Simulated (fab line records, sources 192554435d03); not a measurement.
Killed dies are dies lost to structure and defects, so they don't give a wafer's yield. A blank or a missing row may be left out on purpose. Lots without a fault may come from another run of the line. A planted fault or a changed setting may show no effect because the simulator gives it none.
A struck lot beside a sound one | flow n5_finfet | 16 steps out of a route of 1938
Sound: wafers L700.3, L700.4, L700.5. Struck: wafers L702.1, L702.4, L702.5. The cause comes at the end.
At each step with rows: each side's tool, then ch and its chambers, then its first start. Under that, the readings that differ: sound wafers | struck wafers | difference of the means | sigmas: that difference in standard deviations of wafers without a fault.
alike: readings whose means differ by less than 2 such deviations, and words and numbers that are the same on both sides. not compared: withheld readings, readings that some wafer has no value for, bounds like >300 that may hide the same value, and numbers for which the record gives no deviation and whose values overlap.
The two part at a step that has a row with sigmas, a row that says differs or no value, or rows on one side only. Numbers that don't overlap but have no deviation are shown without sigmas and don't part them. A reading that every wafer of one side lacks parts them only if that side has two wafers or more.

first, 4 steps without rows for these wafers: N5_HKMG_FIN_SOFTBAKE_44 (time 60 s); N5_HKMG_FIN_EXPOSE_46 (exposes mask NDIPOLE); N5_HKMG_FIN_PEB_47 (peb time 60 s); N5_HKMG_FIN_DEVELOP_48 (develop time 30 s).
N5_HKMG_FIN_CD_MEAS_49: target cd 202 nm.
  sound on cd_sem-02 ch 0, day 5 06:21; struck on cd_sem-01 ch 0, day 5 13:12
  alike: cd_nm
N5_HKMG_FIN_OVL_MEAS_50:
  sound on overlay-01 ch 0, day 5 06:23; struck on overlay-01 ch 0, day 5 13:14
  alike: NDIPOLE_OVL
N5_HKMG_FIN_INSPECT_61: inspects for defects (macro).
  sound on defect_inspect-01, day 5 06:25; struck on defect_inspect-01, day 5 13:15
  alike: raw_defect_count
N5_HKMG_FIN_DESCUM_53: chemistry O2, time 7.9 s.
  sound on rie_diel-04 ch 1,2, day 5 06:26; struck on rie_diel-04 ch 0,2,3, day 5 13:25
  alike: drypump_motor_current_A, oes_product_au, rf_vpp_V, showerhead_plenum_p_Torr, temp_c, throttle_valve_pct
  not compared: rf_hours_counter_h
N5_HKMG_FIN_ETCH_54: etches SiARC in CF4, target depth 45.5 nm, time 75.8 s.
  sound on rie_diel-04 ch 1,2, day 5 06:28; struck on rie_diel-04 ch 0,2,3, day 5 13:26
  alike: drypump_motor_current_A, etch_rf_on_time_s, oes_product_au, rf_fwd_power_W, rf_vpp_V, showerhead_plenum_p_Torr, throttle_valve_pct
  not compared: rf_hours_counter_h
N5_HKMG_FIN_ETCH_55: etches SOC in N2/H2, target depth 240 nm, time 300 s.
  sound on rie_diel-04 ch 1,2, day 5 06:32; struck on rie_diel-04 ch 0,2,3, day 5 13:30
  alike: drypump_motor_current_A, oes_product_au, rf_fwd_power_W, rf_vpp_V, showerhead_plenum_p_Torr, temp_c, throttle_valve_pct
  not compared: rf_hours_counter_h
then, 1 step without rows for these wafers: N5_HKMG_FIN_STRIP_56 (strips in N2/H2).
N5_HKMG_FIN_STRIP_57: strips in CF4.
  sound on rie_diel-04 ch 1,2, day 5 06:43; struck on rie_diel-04 ch 0,2,3, day 5 13:41
  alike: drypump_motor_current_A, oes_product_au, power_w, rf_vpp_V, showerhead_plenum_p_Torr, throttle_valve_pct
  not compared: rf_hours_counter_h
N5_HKMG_FIN_ETCH_58: etches SOC in N2/H2, target depth 215.8 nm, time 741 s.
  sound on rie_diel-04 ch 1,2, day 5 06:44; struck on rie_diel-04 ch 0,2,3, day 5 13:43
  reading                                   | sound             | struck            | difference | sigmas
  oes_product_au (a.u.)                     | 0.91 1.00 1.00    | 0.84 0.78 0.63    | -0.22      | -2
  rf_fwd_power_W (W)                        | 876.1 875.0 875.1 | 662.7 665.1 664.7 | -211.2     | -84
  rf_vpp_V (V)                              | 99.1 100.7 98.9   | 109.3 109.7 109.3 | +9.9       | +11
  model.HKMG_FIN.feature_depth_nm (nm)      | 219.4 223 223     | 177.4 178.8 171.6 | -45.9      |
  model.SOC_of_HKMG_FIN_COAT_41.thk_nm (nm) | 80.4 76.6 77.4    | 122.2 121.8 129   | +46.2      |
  model.etch.depth_nm (nm)                  | 219.5 223.1 222.9 | 177.5 178.8 171.6 | -45.9      |
  alike: drypump_motor_current_A, showerhead_plenum_p_Torr, throttle_valve_pct
  not compared: rf_hours_counter_h
N5_HKMG_FIN_STRIP_93: strips SOC in N2/H2, time 20 s.
  sound on rie_diel-04 ch 1,2, day 5 07:10; struck on rie_diel-04 ch 0,2,3, day 5 14:08
  reading                                   | sound        | struck          | difference | sigmas
  model.SOC_of_HKMG_FIN_COAT_41.thk_nm (nm) | 70.2 66.2 67 | 111.8 111.4 119 | +46.3      |
  alike: drypump_motor_current_A, oes_product_au, power_w, rf_vpp_V, showerhead_plenum_p_Torr, temp_c, throttle_valve_pct
  not compared: rf_hours_counter_h
then, 1 step without rows for these wafers: N5_HKMG_FIN_WET_ETCH_76 (etches Al2O3 in dNH4OH, stops on La2O3, target depth 2.25 nm, rinse time 30 s).
-- the record jumps here: 4 days lie between the struck wafers' starts before and after (it left off in module HKMG_FIN and takes up again in module BEOL_M4, whose first step shown is number 1111 of the route) --
N5_BEOL_M4_RC_MEAS_101:
  sound on prober-01 ch 0, day 9 05:26; struck on prober-02 ch 0, day 9 07:51
  alike: DIBL_N, DIBL_P, IOFF_N, IOFF_P, ION_N, ION_P, SS_N, SS_P, VT_N, VT_P

WHERE THEY PART
Only at N5_HKMG_FIN_ETCH_58, within this record. Later steps at which nothing parts them and some readings are alike: N5_HKMG_FIN_STRIP_93, N5_BEOL_M4_RC_MEAS_101.

WHY: what the simulator had put in
Process parameter drift: rie_diel-04, from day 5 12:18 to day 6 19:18, at N5_HKMG_FIN_ETCH_58. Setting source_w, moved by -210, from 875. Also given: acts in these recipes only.
